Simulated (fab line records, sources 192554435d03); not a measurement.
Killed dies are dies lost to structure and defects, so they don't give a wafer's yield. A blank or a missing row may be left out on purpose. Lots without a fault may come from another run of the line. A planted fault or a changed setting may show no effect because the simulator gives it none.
fab line records | flow n5_finfet
record lots=24 wafers=72 last_day=17
route steps=1938 shown BEOL_M1@800 BEOL_M2@843
lots that met no fault: from a run of the same line without faults
start_h: hours from the record's first day to the start of the lot's first wafer shown | wait_h: hours since the lot's step before | " the same as in the row above | L1.1+2: a row that stands for several wafers | - no value, or no start given | * or withheld: withheld | < > ~ a bound
route shown NAME@n: a module of which the file shows steps, and the number in the route of the first | usual: mean/standard deviation of fault-free wafers | same: alike in all rows | chamber/n: place in a boat | sites: the reading at each site | _std_site: their standard deviation | _edge_site: outer sites' mean less inner sites' | radius_mm: how far each site lies from the wafer's centre | mask NAME#n: copy n | behind: the tool/chamber that last shaped the wafer | hold: why the lot was held/for how many hours/how that ended | device: the transistor (n, p or np) that didn't switch | end of line: the same wafers' tests at the end of the route | a step without rows: its recipe alone | killed: dies lost to structure and defects at the first sort, not the wafer's yield | map: a wafer's dies, x killed, . not, _ none there
set.NAME: the setting as run; set.NAME@STEP: as run at that earlier step | model.NAME: the simulator's own value behind a step, which no gauge read
steps of the route over a sample of lots; a table a step, a row a wafer
services: from which hour (start_h, from the record's first day; less than 0 if before it) a tool's chamber was out of use, for how many hours, and why
## steps
# step N5_BEOL_M1_TRENCH_ETCH_37
# recipe chemistry=C4F6/O2 target_depth_a=552.07 target=SiOC time_s=29 ion_energy_ev=250 pressure_mtorr=30 source_w=355 bias_w=185 Ar_flow_sccm=300 C4F6_flow_sccm=10 O2_flow_sccm=10
# usual drypump_motor_current_A=5.8/0.34 oes_product_au=0.78/0.071 rf_vpp_V=659/19 showerhead_plenum_p_Torr=2.81/0.12 throttle_valve_pct=20.8/0.31
# columns lot.wafer tool chamber start_h wait_h drypump_motor_current_A oes_product_au rf_hours_counter_h rf_vpp_V showerhead_plenum_p_Torr throttle_valve_pct
L074.2 rie_diel-06 2 - - 5.6 0.76 137 662 2.99 20.7
L074.5 " 2 " " 5.6 0.76 - 662 2.99 20.7
L074.6 " 0 " " 6.3 0.88 - 647 2.87 20.7
L075.2 rie_diel-02 0 - - 5.2 0.75 140 632 2.82 20.7
L075.5 " 3 " " 6.2 0.86 - 670 2.79 20.8
L075.6 " 0 " " 5.3 0.75 - 631 2.82 20.7
L076.1 rie_diel-02 0 - - 5.2 0.75 140 632 2.82 20.7
L076.4 " 2 " " 5.7 0.86 51 672 3.00 20.9
L076.6 " 3 " " 6.2 0.86 - 669 2.79 20.8
L077.1 rie_diel-05 2 - - 6.0 0.76 127 650 2.64 20.5
L077.4 " 3 " " 5.9 0.77 142 703 2.99 21.3
L077.5 " 3 " " 5.9 0.77 - 703 2.99 21.3
L078.1 rie_diel-06 3 - - 6.5 0.98 3 649 2.80 20.3
L078.2 " 1 " " 5.7 0.72 207 662 2.71 21.1
L078.3 " 0 " " 6.3 0.88 39 650 2.87 20.7
L080.2 rie_diel-05 0 - - 5.5 0.90 56 662 2.79 20.5
L080.4 " 3 " " 6.0 0.75 148 703 2.98 21.3
L080.5 " 1 " " 5.5 0.72 - 648 2.72 21.4
L079.2 rie_diel-02 2 - - 5.7 0.83 61 673 3.00 20.9
L079.4 " 1 " " 5.9 0.71 195 647 2.69 20.7
L079.6 " 2 " " 5.7 0.84 - 672 3.00 20.9
L082.1 rie_diel-05 2 - - 6.0 0.75 135 651 2.63 20.5
L082.4 " 3 " " 6.0 0.76 149 703 2.98 21.3
L082.5 " 0 " " 5.5 0.90 - 663 2.79 20.5
L081.1 rie_diel-02 0 - - 5.2 0.74 152 632 2.81 20.7
L081.4 " 1 " " 6.0 0.71 196 646 2.69 20.7
L081.5 " 2 " " 5.7 0.83 - 673 3.00 20.9
L083.1 rie_diel-05 0 - - 5.5 0.89 58 662 2.79 20.5
L083.4 " 1 " " 5.5 0.72 205 648 2.72 21.4
L083.5 " 2 " " 6.0 0.76 - 649 2.63 20.5
L084.1 rie_diel-02 0 - - 5.3 0.75 156 632 2.81 20.7
L084.2 " 1 " " 6.0 0.70 200 645 2.68 20.7
L084.5 " 1 " " 6.0 0.70 - 645 2.68 20.7
L085.3 rie_diel-02 2 - - 5.7 0.84 72 672 2.99 20.9
L085.4 " 0 " " 5.2 0.74 161 631 2.81 20.7
L085.5 " 3 " " 6.2 0.83 - 669 2.78 20.8
L087.1 rie_diel-05 1 - - 5.5 0.72 213 648 2.72 21.4
L087.4 " 2 " " 6.0 0.75 144 651 2.63 20.5
L087.6 " 0 " " 5.5 0.89 - 663 2.78 20.5
L086.3 rie_diel-06 1 - - 5.8 0.70 225 661 2.71 21.2
L086.4 " 2 " " 5.6 0.73 160 662 2.98 20.7
L086.6 " 1 " " 5.7 0.70 - 661 2.71 21.2
L088.1 rie_diel-02 0 - - 5.2 0.74 164 631 2.81 20.7
L088.4 " 3 " " 6.2 0.83 85 669 2.78 20.8
L088.5 " 2 " " 5.6 0.83 - 672 2.99 20.9
L089.2 rie_diel-06 1 - - 5.7 0.71 226 662 2.71 21.2
L089.4 " 2 " " 5.6 0.74 161 661 2.98 20.8
L089.6 " 0 " " 6.3 0.85 - 648 2.86 20.7
L090.2 rie_diel-02 3 - - 6.2 0.83 88 671 2.78 20.8
L090.3 " 2 " " 5.7 0.83 78 671 2.99 20.9
L090.6 " 1 " " 6.0 0.70 - 645 2.68 20.7
L091.1 rie_diel-05 0 - - 5.5 0.87 73 663 2.78 20.5
L091.3 " 3 " " 5.9 0.75 164 702 2.98 21.3
L091.6 " 3 " " 5.9 0.75 - 702 2.98 21.3
L092.2 rie_diel-02 0 - - 5.3 0.74 171 631 2.80 20.7
L092.4 " 3 " " 6.2 0.84 - 669 2.78 20.8
L092.5 " 1 " " 6.0 0.69 - 646 2.68 20.8
L093.2 rie_diel-05 1 - - 5.5 0.70 223 648 2.71 21.4
L093.3 " 2 " " 6.0 0.73 152 650 2.63 20.5
L093.5 " 0 " " 5.5 0.87 - 661 2.78 20.5
L094.1 rie_diel-05 3 - - 5.9 0.74 168 701 2.98 21.3
L094.4 " 0 " " 5.5 0.87 77 661 2.78 20.5
L094.5 " 1 " " 5.5 0.71 - 648 2.71 21.4
L095.1 rie_diel-06 3 - - 6.5 0.91 30 647 2.79 20.3
L095.3 " 1 " " 5.7 0.70 236 664 2.70 21.2
L095.6 " 2 " " 5.6 0.73 - 661 2.97 20.8
L096.2 rie_diel-02 3 - - 6.2 0.82 98 668 2.78 20.8
L096.3 " 1 " " 6.0 0.71 222 646 2.67 20.7
L096.5 " 0 " " 5.3 0.74 - 629 2.80 20.7
L097.1 rie_diel-05 1 - - 5.5 0.70 236 648 2.71 21.4
L097.2 " 2 " " 6.0 0.72 165 650 2.62 20.5
L097.3 " 3 " " 5.9 0.73 181 702 2.97 21.3
# step N5_BEOL_M1_ETCH_41
# recipe chemistry=CH3F/O2 target=SiCN target_depth_a=319 taper_deg=2 time_s=57.8 ion_energy_ev=120 mask_material=TiN pressure_mtorr=30 source_w=395 bias_w=75 Ar_flow_sccm=150 CH3F_flow_sccm=30 O2_flow_sccm=20
# usual drypump_motor_current_A=5.8/0.34 oes_product_au=0.79/0.071 rf_vpp_V=296.8/2 showerhead_plenum_p_Torr=1.97/0.085 throttle_valve_pct=16.30/0.29
# columns lot.wafer tool chamber start_h wait_h drypump_motor_current_A oes_product_au rf_hours_counter_h rf_vpp_V showerhead_plenum_p_Torr throttle_valve_pct
L074.2 rie_diel-06 2 - - 5.6 0.77 137 298.9 2.10 16.14
L074.5 " 2 " " 5.6 0.77 - 299.4 2.10 16.14
L074.6 " 0 " " 6.3 0.89 - 298.0 2.02 16.19
L075.2 rie_diel-02 0 - - 5.3 0.75 140 297.1 1.98 16.20
L075.5 " 3 " " 6.2 0.88 - 297.9 1.96 16.12
L075.6 " 0 " " 5.2 0.75 - 299.4 1.98 16.20
L076.1 rie_diel-02 0 - - 5.3 0.75 140 296.9 1.98 16.20
L076.4 " 2 " " 5.7 0.85 51 300.6 2.11 16.29
L076.6 " 3 " " 6.2 0.86 - 296.4 1.96 16.11
L077.1 rie_diel-05 2 - - 6.0 0.76 127 294.7 1.85 16.04
L077.4 " 3 " " 6.0 0.76 142 299.9 2.10 16.68
L077.5 " 3 " " 5.9 0.76 - 299.4 2.10 16.68
L078.1 rie_diel-06 3 - - 6.4 0.98 3 296.4 1.96 15.69
L078.2 " 1 " " 5.7 0.72 207 296.0 1.90 16.61
L078.3 " 0 " " 6.3 0.89 39 298.3 2.02 16.19
L080.2 rie_diel-05 0 - - 5.5 0.89 56 296.3 1.96 15.93
L080.4 " 3 " " 6.0 0.75 148 298.7 2.10 16.69
L080.5 " 1 " " 5.5 0.72 - 295.7 1.91 16.84
L079.2 rie_diel-02 2 - - 5.7 0.84 61 300.0 2.11 16.32
L079.4 " 1 " " 6.0 0.71 196 294.5 1.89 16.27
L079.6 " 2 " " 5.7 0.85 - 299.0 2.11 16.31
L082.1 rie_diel-05 2 - - 6.0 0.76 135 294.7 1.84 16.05
L082.4 " 3 " " 5.9 0.75 149 299.9 2.10 16.69
L082.5 " 0 " " 5.5 0.90 - 296.2 1.96 15.93
L081.1 rie_diel-02 0 - - 5.3 0.75 152 296.4 1.98 16.25
L081.4 " 1 " " 6.0 0.71 196 296.7 1.89 16.26
L081.5 " 2 " " 5.7 0.84 - 299.3 2.11 16.32
L083.1 rie_diel-05 0 - - 5.5 0.90 58 296.7 1.95 15.92
L083.4 " 1 " " 5.5 0.72 205 295.9 1.91 16.83
L083.5 " 2 " " 6.0 0.76 - 294.0 1.84 16.05
L084.1 rie_diel-02 0 - - 5.2 0.74 156 296.5 1.98 16.25
L084.2 " 1 " " 6.0 0.71 200 296.1 1.89 16.26
L084.5 " 1 " " 6.0 0.70 - 295.3 1.88 16.28
L085.3 rie_diel-02 2 - - 5.7 0.84 72 299.9 2.11 16.34
L085.4 " 0 " " 5.2 0.74 161 296.3 1.98 16.25
L085.5 " 3 " " 6.2 0.84 - 296.1 1.95 16.16
L087.1 rie_diel-05 1 - - 5.4 0.72 213 296.0 1.91 16.85
L087.4 " 2 " " 6.0 0.76 144 294.6 1.84 16.07
L087.6 " 0 " " 5.5 0.89 - 296.4 1.95 15.96
L086.3 rie_diel-06 1 - - 5.7 0.70 225 294.8 1.90 16.64
L086.4 " 2 " " 5.6 0.74 160 298.8 2.09 16.18
L086.6 " 1 " " 5.7 0.70 - 296.2 1.90 16.63
L088.1 rie_diel-02 0 - - 5.3 0.73 164 296.8 1.98 16.27
L088.4 " 3 " " 6.2 0.83 85 296.7 1.95 16.14
L088.5 " 2 " " 5.7 0.83 - 300.3 2.11 16.33
L089.2 rie_diel-06 1 - - 5.7 0.70 226 295.2 1.90 16.67
L089.4 " 2 " " 5.6 0.74 161 298.9 2.09 16.19
L089.6 " 0 " " 6.3 0.85 - 299.3 2.01 16.23
L090.2 rie_diel-02 3 - - 6.2 0.83 88 296.7 1.95 16.16
L090.3 " 2 " " 5.7 0.83 78 298.8 2.11 16.36
L090.6 " 1 " " 6.0 0.69 - 293.5 1.88 16.29
L091.1 rie_diel-05 0 - - 5.5 0.87 73 295.7 1.95 15.96
L091.3 " 3 " " 5.9 0.75 164 299.4 2.09 16.71
L091.6 " 3 " " 5.9 0.75 - 300.0 2.09 16.72
L092.2 rie_diel-02 0 - - 5.3 0.73 171 297.3 1.97 16.29
L092.4 " 3 " " 6.2 0.84 - 295.5 1.95 16.16
L092.5 " 1 " " 6.0 0.70 - 297.1 1.88 16.30
L093.2 rie_diel-05 1 - - 5.5 0.70 223 293.3 1.90 16.85
L093.3 " 2 " " 6.0 0.75 152 294.4 1.84 16.05
L093.5 " 0 " " 5.5 0.87 - 296.6 1.95 15.97
L094.1 rie_diel-05 3 - - 5.9 0.75 168 299.2 2.09 16.74
L094.4 " 0 " " 5.5 0.86 77 295.4 1.95 15.96
L094.5 " 1 " " 5.5 0.70 - 296.8 1.90 16.86
L095.1 rie_diel-06 3 - - 6.4 0.91 30 296.6 1.95 15.75
L095.3 " 1 " " 5.7 0.70 236 294.0 1.89 16.67
L095.6 " 2 " " 5.6 0.73 - 299.9 2.09 16.21
L096.2 rie_diel-02 3 - - 6.2 0.82 98 295.3 1.94 16.20
L096.3 " 1 " " 6.0 0.70 222 293.5 1.88 16.32
L096.5 " 0 " " 5.3 0.74 - 297.1 1.97 16.29
L097.1 rie_diel-05 1 - - 5.5 0.70 236 293.9 1.90 16.89
L097.2 " 2 " " 6.0 0.73 165 294.0 1.83 16.10
L097.3 " 3 " " 5.9 0.74 181 299.0 2.09 16.75
# step N5_BEOL_M1_SPUTTER_86
# recipe material=Cu target_thk_a=45 temp_c=-20 chamber_pressure_pa=0.07 power_w=withheld time_s=8.29
# usual throttle_valve_pct=30.5/0.96
# columns lot.wafer tool chamber start_h wait_h throttle_valve_pct
L074.2 pvd_sputter-02 - 135.41 0.1 29.4
L074.5 " - " " 32.7
L074.6 " - " " 29.8
L075.2 pvd_sputter-03 - 139.29 0.1 30.0
L075.5 " - " " 30.7
L075.6 " - " " 30.8
L076.1 pvd_sputter-01 - 141.42 0.1 30.6
L076.4 " - " " 29.8
L076.6 " - " " 30.5
L077.1 pvd_sputter-03 - 153.69 0.1 30.7
L077.4 " - " " 29.7
L077.5 " - " " 30.3
L078.1 pvd_sputter-02 - 154.77 0.1 29.4
L078.2 " - " " 29.3
L078.3 " - " " 32.7
L080.2 pvd_sputter-02 - 174.48 0.1 32.4
L080.4 " - " " 29.6
L080.5 " - " " 31.1
L079.2 pvd_sputter-01 - 175.37 0.1 30.8
L079.4 " - " " 30.5
L079.6 " - " " 30.7
L082.1 pvd_sputter-03 - 178.84 0.1 29.1
L082.4 " - " " 30.6
L082.5 " - " " 30.8
L081.1 pvd_sputter-02 - 178.96 0.1 29.5
L081.4 " - " " 32.3
L081.5 " - " " 29.3
L083.1 pvd_sputter-01 - 181.72 0.1 29.5
L083.4 " - " " 30.8
L083.5 " - " " 31.1
L084.1 pvd_sputter-01 - 190.01 0.1 29.6
L084.2 " - " " 30.6
L084.5 " - " " 30.5
L085.3 pvd_sputter-02 - 207.10 0.1 29.3
L085.4 " - " " 32.6
L085.5 " - " " 32.6
L087.1 pvd_sputter-01 - 210.77 0.1 30.8
L087.4 " - " " 29.6
L087.6 " - " " 30.8
L086.3 pvd_sputter-03 - 216.95 0.1 31.1
L086.4 " - " " 30.8
L086.6 " - " " 30.1
L088.1 pvd_sputter-02 - 220.55 0.1 32.5
L088.4 " - " " 29.3
L088.5 " - " " 29.5
L089.2 pvd_sputter-03 - 222.87 0.1 30.8
L089.4 " - " " 29.5
L089.6 " - " " 29.4
L090.2 pvd_sputter-02 - 228.43 0.1 29.6
L090.3 " - " " 32.4
L090.6 " - " " 29.4
L091.1 pvd_sputter-02 - 233.23 0.1 32.6
L091.3 " - " " 29.6
L091.6 " - " " 32.5
L092.2 pvd_sputter-01 - 240.69 0.1 29.5
L092.4 " - " " 30.7
L092.5 " - " " 30.4
L093.2 pvd_sputter-03 - 246.10 0.1 31.0
L093.3 " - " " 30.6
L093.5 " - " " 30.6
L094.1 pvd_sputter-01 - 249.08 0.1 29.6
L094.4 " - " " 30.6
L094.5 " - " " 30.6
L095.1 pvd_sputter-02 - 252.27 0.1 29.3
L095.3 " - " " 29.2
L095.6 " - " " 30.7
L096.2 pvd_sputter-02 - 256.92 0.1 29.8
L096.3 " - " " 32.7
L096.5 " - " " 29.5
L097.1 pvd_sputter-01 - 279.07 0.1 29.7
L097.2 " - " " 30.6
L097.3 " - " " 30.5
# step N5_BEOL_M1_SPUTTER_88
# recipe material=Cu target_thk_a=45 temp_c=-20 chamber_pressure_pa=0.07 power_w=withheld time_s=8.29
# usual throttle_valve_pct=30.4/0.95
# columns lot.wafer tool chamber start_h wait_h throttle_valve_pct
L074.2 pvd_sputter-02 - 135.63 0.1 29.4
L074.5 " - " " 32.5
L074.6 " - " " 29.5
L075.2 pvd_sputter-03 - 139.51 0.1 29.8
L075.5 " - " " 30.6
L075.6 " - " " 30.6
L076.1 pvd_sputter-01 - 141.64 0.1 30.8
L076.4 " - " " 29.5
L076.6 " - " " 30.1
L077.1 pvd_sputter-03 - 153.91 0.1 30.7
L077.4 " - " " 29.6
L077.5 " - " " 30.3
L078.1 pvd_sputter-02 - 154.99 0.1 29.0
L078.2 " - " " 29.5
L078.3 " - " " 32.3
L080.2 pvd_sputter-02 - 174.70 0.1 32.7
L080.4 " - " " 29.7
L080.5 " - " " 30.9
L079.2 pvd_sputter-01 - 175.59 0.1 30.8
L079.4 " - " " 30.8
L079.6 " - " " 30.6
L082.1 pvd_sputter-03 - 179.06 0.1 29.5
L082.4 " - " " 30.6
L082.5 " - " " 30.8
L081.1 pvd_sputter-02 - 179.18 0.1 29.6
L081.4 " - " " 32.2
L081.5 " - " " 29.2
L083.1 pvd_sputter-01 - 181.94 0.1 29.6
L083.4 " - " " 30.9
L083.5 " - " " 30.6
L084.1 pvd_sputter-01 - 190.26 0.1 29.6
L084.2 " - " " 30.6
L084.5 " - " " 30.6
L085.3 pvd_sputter-02 - 207.32 0.1 29.3
L085.4 " - " " 32.2
L085.5 " - " " 32.4
L087.1 pvd_sputter-01 - 210.99 0.1 30.5
L087.4 " - " " 29.5
L087.6 " - " " 30.8
L086.3 pvd_sputter-03 - 217.17 0.1 30.8
L086.4 " - " " 30.8
L086.6 " - " " 30.4
L088.1 pvd_sputter-02 - 220.77 0.1 32.5
L088.4 " - " " 29.4
L088.5 " - " " 29.6
L089.2 pvd_sputter-03 - 223.09 0.1 30.6
L089.4 " - " " 29.7
L089.6 " - " " 29.6
L090.2 pvd_sputter-02 - 228.65 0.1 29.5
L090.3 " - " " 32.7
L090.6 " - " " 29.5
L091.1 pvd_sputter-02 - 233.45 0.1 32.6
L091.3 " - " " 29.3
L091.6 " - " " 32.7
L092.2 pvd_sputter-01 - 240.91 0.1 29.5
L092.4 " - " " 30.8
L092.5 " - " " 30.5
L093.2 pvd_sputter-03 - 246.32 0.1 30.9
L093.3 " - " " 30.5
L093.5 " - " " 30.6
L094.1 pvd_sputter-01 - 249.30 0.1 29.5
L094.4 " - " " 30.6
L094.5 " - " " 30.4
L095.1 pvd_sputter-02 - 252.49 0.1 29.5
L095.3 " - " " 29.1
L095.6 " - " " 31.0
L096.2 pvd_sputter-02 - 257.14 0.1 29.5
L096.3 " - " " 32.3
L096.5 " - " " 29.5
L097.1 pvd_sputter-01 - 279.29 0.1 29.4
L097.2 " - " " 30.4
L097.3 " - " " 30.6
# step N5_BEOL_M1_CO_CAP_55
# recipe material=Co target_thk_a=20 temp_c=200 precursor=CCTBA/H2 pressure_torr=30 time_s=102.1
# usual heater_power_outer_w=125/14 heater_power_w=238/22
# columns lot.wafer tool chamber start_h wait_h heater_power_outer_w heater_power_w
L074.2 cvd_co-01 0 137.37 0.0 118 224
L074.5 " 2 " " 106 222
L074.6 " 1 " " 148 280
L075.2 cvd_co-02 0 141.32 0.0 135 250
L075.5 " 1 " " 124 227
L075.6 " 2 " " 120 230
L076.1 cvd_co-02 2 143.67 0.0 116 226
L076.4 " 0 " " 134 251
L076.6 " 1 " " 122 229
L077.1 cvd_co-01 1 155.66 0.0 148 270
L077.4 " 0 " " 117 224
L077.5 " 2 " " 106 217
L078.1 cvd_co-02 0 156.75 0.0 138 249
L078.2 " 1 " " 122 238
L078.3 " 2 " " 120 223
L080.2 cvd_co-01 0 176.44 0.0 119 226
L080.4 " 0 " " 115 224
L080.5 " 1 " " 146 276
L079.2 cvd_co-01 2 177.33 0.0 105 214
L079.4 " 2 " " 107 213
L079.6 " 0 " " 116 223
L082.1 cvd_co-01 1 180.83 0.0 149 285
L082.4 " 2 " " 107 215
L082.5 " 1 " " 147 272
L081.1 cvd_co-02 2 180.92 0.0 118 216
L081.4 " 0 " " 136 251
L081.5 " 2 " " 117 224
L083.1 cvd_co-02 2 183.69 0.0 119 220
L083.4 " 1 " " 122 237
L083.5 " 2 " " 115 225
L084.1 cvd_co-01 1 192.09 0.0 148 284
L084.2 " 2 " " 105 217
L084.5 " 2 " " 105 213
L085.3 cvd_co-01 2 209.12 0.1 107 214
L085.4 " 1 " " 145 277
L085.5 " 2 " " 106 217
L087.1 cvd_co-02 0 212.99 0.0 136 249
L087.4 " 2 " " 114 224
L087.6 " 1 " " 123 233
L086.3 cvd_co-02 0 222.05 0.0 134 253
L086.4 " 1 " " 125 240
L086.6 " 0 " " 137 258
L088.1 cvd_co-01 1 222.74 0.0 146 278
L088.4 " 1 " " 147 283
L088.5 " 0 " " 118 225
L089.2 cvd_co-02 0 224.83 0.0 138 251
L089.4 " 2 " " 122 218
L089.6 " 1 " " 121 231
L090.2 cvd_co-01 2 230.40 0.0 106 211
L090.3 " 0 " " 116 222
L090.6 " 2 " " 109 215
L091.1 cvd_co-01 0 235.23 0.0 115 225
L091.3 " 2 " " 110 214
L091.6 " 1 " " 145 279
L092.2 cvd_co-02 1 242.67 0.0 122 235
L092.4 " 1 " " 121 233
L092.5 " 0 " " 136 248
L093.2 cvd_co-02 1 248.06 0.0 125 233
L093.3 " 0 " " 137 250
L093.5 " 2 " " 118 219
L094.1 cvd_co-01 2 251.04 0.0 106 215
L094.4 " 0 " " 116 226
L094.5 " 1 " " 149 282
L095.1 cvd_co-02 0 254.24 0.0 133 248
L095.3 " 1 " " 127 235
L095.6 " 2 " " 117 225
L096.2 cvd_co-02 2 259.01 0.0 118 221
L096.3 " 1 " " 122 235
L096.5 " 2 " " 116 223
L097.1 cvd_co-01 0 281.12 0.0 119 226
L097.2 " 2 " " 107 214
L097.3 " 1 " " 145 281
# step N5_BEOL_M2_PECVD_72
# recipe material=SiO2 target_thk_a=160 temp_c=400 precursor=TEOS/O2 pressure_torr=5.5 rf_w=450 teos_flow_sccm=53.8 gas=O2 flow_sccm=3000 time_s=18
# usual heater_power_outer_w=416/61 heater_power_w=697/80 showerhead_plenum_p_Torr=8.74/0.083 throttle_valve_pct=22.6/1.1
# columns lot.wafer tool chamber start_h wait_h heater_power_outer_w heater_power_w showerhead_plenum_p_Torr throttle_valve_pct
L074.2 pecvd-01 2 137.72 0.0 510 832 8.71 23.0
L074.5 " 1 " " 414 682 8.68 22.4
L074.6 " 0 " " 455 711 8.73 21.8
L075.2 pecvd-02 2 141.67 0.0 390 716 8.60 21.1
L075.5 " 1 " " 327 578 8.76 22.0
L075.6 " 0 " " 384 720 8.79 24.0
L076.1 pecvd-01 0 144.03 0.0 384 610 8.75 21.6
L076.4 " 2 " " 541 873 8.71 23.1
L076.6 " 1 " " 432 716 8.69 22.6
L077.1 pecvd-01 2 156.01 0.0 553 916 8.72 23.1
L077.4 " 2 " " 559 890 8.73 22.8
L077.5 " 1 " " 434 719 8.66 23.0
L078.1 pecvd-04 0 157.10 0.0 426 597 8.68 24.7
L078.2 " 1 " " 472 800 8.93 22.2
L078.3 " 2 " " 291 557 8.70 21.5
L080.2 pecvd-04 1 176.79 0.0 437 741 8.92 22.1
L080.4 " 2 " " 341 656 8.69 21.8
L080.5 " 0 " " 466 676 8.72 24.9
L079.2 pecvd-01 0 177.69 0.0 468 689 8.75 21.6
L079.4 " 2 " " 544 883 8.73 23.2
L079.6 " 1 " " 449 748 8.68 22.9
L082.1 pecvd-02 2 181.20 0.0 415 714 8.62 21.5
L082.4 " 0 " " 391 706 8.81 23.9
L082.5 " 2 " " 412 718 8.61 21.4
L081.1 pecvd-04 0 181.27 0.0 452 642 8.72 24.8
L081.4 " 0 " " 459 648 8.71 24.6
L081.5 " 1 " " 462 783 8.89 22.3
L083.1 pecvd-01 2 184.04 0.0 528 859 8.72 22.9
L083.4 " 2 " " 527 877 8.71 23.2
L083.5 " 1 " " 452 726 8.69 22.9
L084.1 pecvd-04 2 192.45 0.0 352 652 8.70 21.6
L084.2 " 1 " " 484 775 8.92 21.9
L084.5 " 2 " " 349 649 8.69 22.1
L085.3 pecvd-02 1 209.48 0.0 440 724 8.79 22.1
L085.4 " 0 " " 428 749 8.78 24.1
L085.5 " 2 " " 358 629 8.62 21.3
L087.1 pecvd-02 1 213.36 0.0 367 628 8.81 22.3
L087.4 " 0 " " 355 646 8.79 24.1
L087.6 " 1 " " 357 644 8.76 22.2
L086.3 pecvd-02 0 222.48 0.1 400 725 8.78 24.0
L086.4 " 2 " " 425 741 8.64 21.4
L086.6 " 0 " " 396 732 8.80 23.9
L088.1 pecvd-04 1 223.14 0.0 390 676 8.93 22.0
L088.4 " 2 " " 278 560 8.70 22.0
L088.5 " 0 " " 415 591 8.68 25.1
L089.2 pecvd-01 0 225.21 0.0 457 683 8.77 21.6
L089.4 " 0 " " 467 686 8.76 21.7
L089.6 " 1 " " 437 733 8.69 22.6
L090.2 pecvd-04 1 230.80 0.0 389 692 8.91 22.2
L090.3 " 2 " " 312 615 8.69 21.6
L090.6 " 2 " " 311 603 8.71 21.6
L091.1 pecvd-01 1 235.59 0.0 384 631 8.68 22.5
L091.3 " 0 " " 419 626 8.75 22.0
L091.6 " 0 " " 415 641 8.75 22.2
L092.2 pecvd-04 1 243.02 0.0 363 641 8.93 22.1
L092.4 " 1 " " 375 655 8.93 21.7
L092.5 " 2 " " 327 609 8.73 21.7
L093.2 pecvd-02 2 248.41 0.0 387 692 8.61 21.7
L093.3 " 1 " " 395 670 8.78 22.1
L093.5 " 0 " " 401 729 8.82 24.0
L094.1 pecvd-02 0 251.39 0.0 343 642 8.78 23.8
L094.4 " 1 " " 431 707 8.78 22.1
L094.5 " 0 " " 333 635 8.79 23.9
L095.1 pecvd-02 1 254.59 0.0 333 591 8.75 22.1
L095.3 " 0 " " 377 661 8.78 23.6
L095.6 " 1 " " 337 575 8.74 22.1
L096.2 pecvd-02 2 259.36 0.0 412 734 8.61 21.4
L096.3 " 1 " " 450 727 8.75 22.1
L096.5 " 2 " " 407 723 8.58 21.0
L097.1 pecvd-01 0 281.47 0.0 411 652 8.75 22.0
L097.2 " 2 " " 545 879 8.73 20.7
L097.3 " 1 " " 438 709 8.67 22.6
## services
# columns tool chamber start_h hours kind
rie_diel-06 3 114.49 7.7 repair
cvd_co-02 1 114.67 - clean
cvd_co-02 1 114.67 22.0 scheduled_down
cvd_co-02 1 114.67 22.0 vent_cycle
pecvd-02 - 116.82 0.8 pm
rie_diel-06 3 122.23 - clean
rie_diel-06 3 122.23 - consumable_replace:focus_ring
rie_diel-06 3 122.23 20.7 scheduled_down
pecvd-01 0 122.45 6.0 repair
pecvd-02 - 128.98 3.9 repair
rie_diel-05 1 130.42 3.7 repair
pecvd-01 - 148.31 1.8 repair
pvd_sputter-01 - 163.99 2.8 repair
cvd_co-02 - 189.79 0.3 repair
rie_diel-02 3 192.97 4.2 repair
pecvd-04 - 205.06 9.1 repair
cvd_co-02 - 214.59 2.8 pm
pecvd-02 1 221.97 20.4 repair
rie_diel-02 2 230.43 75.0 repair
rie_diel-02 - 257.21 15.6 pm
rie_diel-05 0 261.54 19.9 repair
rie_diel-06 2 264.89 6.7 repair
cvd_co-01 - 265.04 2.8 pm
rie_diel-02 0 278.05 4.4 repair
## key
fault none
